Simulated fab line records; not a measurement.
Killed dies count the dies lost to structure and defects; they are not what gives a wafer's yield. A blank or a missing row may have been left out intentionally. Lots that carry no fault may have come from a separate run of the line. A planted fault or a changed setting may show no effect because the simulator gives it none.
Split-lot trial / flow n5_finfet / 21 wafers read across 7 lots, on a route 1938 steps long

== SPLIT DETAILS ==
At N5_BEOL_M8_ETCH_66 (etches SOC in N2/H2, target depth 80 nm, overetch 16 nm, time 120 s), the setting source_w was moved away from the recipe's 840 W on 10 of the 21 wafers read, by -11.8% to -4.9%. This setting was run at the recipe's value on the other wafers.

The reading is taken at the split's own step.

== THE READING ==
rf_vpp_V, in V, at N5_BEOL_M8_ETCH_66 (etches SOC in N2/H2, target depth 80 nm, overetch 16 nm, time 120 s). Typical for fault-free wafers on this fab line: 524.8 V, with standard deviation 2.3 V.

wafer=L075.3; tool, chamber at the split=rie_diel-01, 2; source_w as run, W=798.6; against the recipe=-4.9%; rf_vpp_V, V=536.9; against lot-mates on the recipe=+13.1
wafer=L075.4; tool, chamber at the split=rie_diel-01, 3; source_w as run, W=840; against the recipe=recipe; rf_vpp_V, V=523.8; against lot-mates on the recipe=-
wafer=L075.5; tool, chamber at the split=rie_diel-01, 0; source_w as run, W=798.6; against the recipe=-4.9%; rf_vpp_V, V=535.4; against lot-mates on the recipe=+11.6
wafer=L078.1; tool, chamber at the split=rie_diel-01, 2; source_w as run, W=785.5; against the recipe=-6.5%; rf_vpp_V, V=540.0; against lot-mates on the recipe=+18.6
wafer=L078.2; tool, chamber at the split=rie_diel-01, 3; source_w as run, W=840; against the recipe=recipe; rf_vpp_V, V=521.4; against lot-mates on the recipe=-
wafer=L078.6; tool, chamber at the split=rie_diel-01, 0; source_w as run, W=785.5; against the recipe=-6.5%; rf_vpp_V, V=538.0; against lot-mates on the recipe=+16.6
wafer=L079.4; tool, chamber at the split=rie_diel-04, 1; source_w as run, W=840; against the recipe=recipe; rf_vpp_V, V=520.7; against lot-mates on the recipe=-
wafer=L079.5; tool, chamber at the split=rie_diel-04, 3; source_w as run, W=840; against the recipe=recipe; rf_vpp_V, V=524.3; against lot-mates on the recipe=-
wafer=L079.6; tool, chamber at the split=rie_diel-04, 0; source_w as run, W=840; against the recipe=recipe; rf_vpp_V, V=523.2; against lot-mates on the recipe=-
wafer=L090.3; tool, chamber at the split=rie_diel-01, 1; source_w as run, W=840; against the recipe=recipe; rf_vpp_V, V=527.3; against lot-mates on the recipe=-
wafer=L090.5; tool, chamber at the split=rie_diel-01, 2; source_w as run, W=840; against the recipe=recipe; rf_vpp_V, V=528.2; against lot-mates on the recipe=-
wafer=L090.6; tool, chamber at the split=rie_diel-01, 3; source_w as run, W=840; against the recipe=recipe; rf_vpp_V, V=522.9; against lot-mates on the recipe=-
wafer=L092.1; tool, chamber at the split=rie_diel-02, 3; source_w as run, W=770.4; against the recipe=-8.3%; rf_vpp_V, V=542.9; against lot-mates on the recipe=+19.7
wafer=L092.3; tool, chamber at the split=rie_diel-02, 2; source_w as run, W=770.4; against the recipe=-8.3%; rf_vpp_V, V=536.9; against lot-mates on the recipe=+13.7
wafer=L092.5; tool, chamber at the split=rie_diel-02, 1; source_w as run, W=840; against the recipe=recipe; rf_vpp_V, V=523.2; against lot-mates on the recipe=-
wafer=L091.2; tool, chamber at the split=rie_diel-01, 2; source_w as run, W=741.3; against the recipe=-11.8%; rf_vpp_V, V=549.2; against lot-mates on the recipe=+26.6
wafer=L091.4; tool, chamber at the split=rie_diel-01, 3; source_w as run, W=840; against the recipe=recipe; rf_vpp_V, V=522.6; against lot-mates on the recipe=-
wafer=L091.6; tool, chamber at the split=rie_diel-01, 3; source_w as run, W=741.3; against the recipe=-11.8%; rf_vpp_V, V=543.5; against lot-mates on the recipe=+20.9
wafer=L094.2; tool, chamber at the split=rie_diel-04, 3; source_w as run, W=771.2; against the recipe=-8.2%; rf_vpp_V, V=539.7; against lot-mates on the recipe=+16.6
wafer=L094.3; tool, chamber at the split=rie_diel-04, 0; source_w as run, W=840; against the recipe=recipe; rf_vpp_V, V=523.1; against lot-mates on the recipe=-
wafer=L094.5; tool, chamber at the split=rie_diel-04, 0; source_w as run, W=771.2; against the recipe=-8.2%; rf_vpp_V, V=537.6; against lot-mates on the recipe=+14.5

FIT RESULTS
A straight line over all 21 wafers: rf_vpp_V changes by -1.97 V for each +1% of source_w; r = -0.96; the points scatter about the line by 2.5 V.
The same after taking each lot's own level away (the mean of its wafers on the recipe; 21 wafers): -2.08 V for each +1%; r = -0.97; scatter 2.4 V.
According to that fit, moving source_w by its largest amount changes the reading by 24 V.
The span of the lots' own levels, 521.40 to 526.13 V, comes to 2.1 times the standard deviation stated above.
Hence the lot-to-lot level has little effect on the slope; both slopes agree.
Check: +24.2 V against its lot-mates is what the line predicts for one of the wafers moved furthest among these (-11.8%) when that wafer is left out of the fit. Against them it came out at +26.6 V.
Tool readings at the split's step, against how far the setting was moved: rf_vpp_V r = -0.96.

== ADDITIONAL SPLITS CARRIED BY THESE WAFERS ==
Note: prior to the reading, these wafers also went through further splits. Each is held against what the fit with the lots' levels taken away leaves over:
other split on the same wafers=N5_BEOL_M7_DESCUM_33 time_s; wafers away from the commonest value=7; r with rf_vpp_V (lot level and that fit taken away)=+0.51
other split on the same wafers=N5_BEOL_M7_TRENCH_ETCH_37 bias_w; wafers away from the commonest value=5; r with rf_vpp_V (lot level and that fit taken away)=-0.22

== FILE'S OWN FIT ==
rf_vpp_V changes by -2.12 V for each +1% of source_w, r = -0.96.
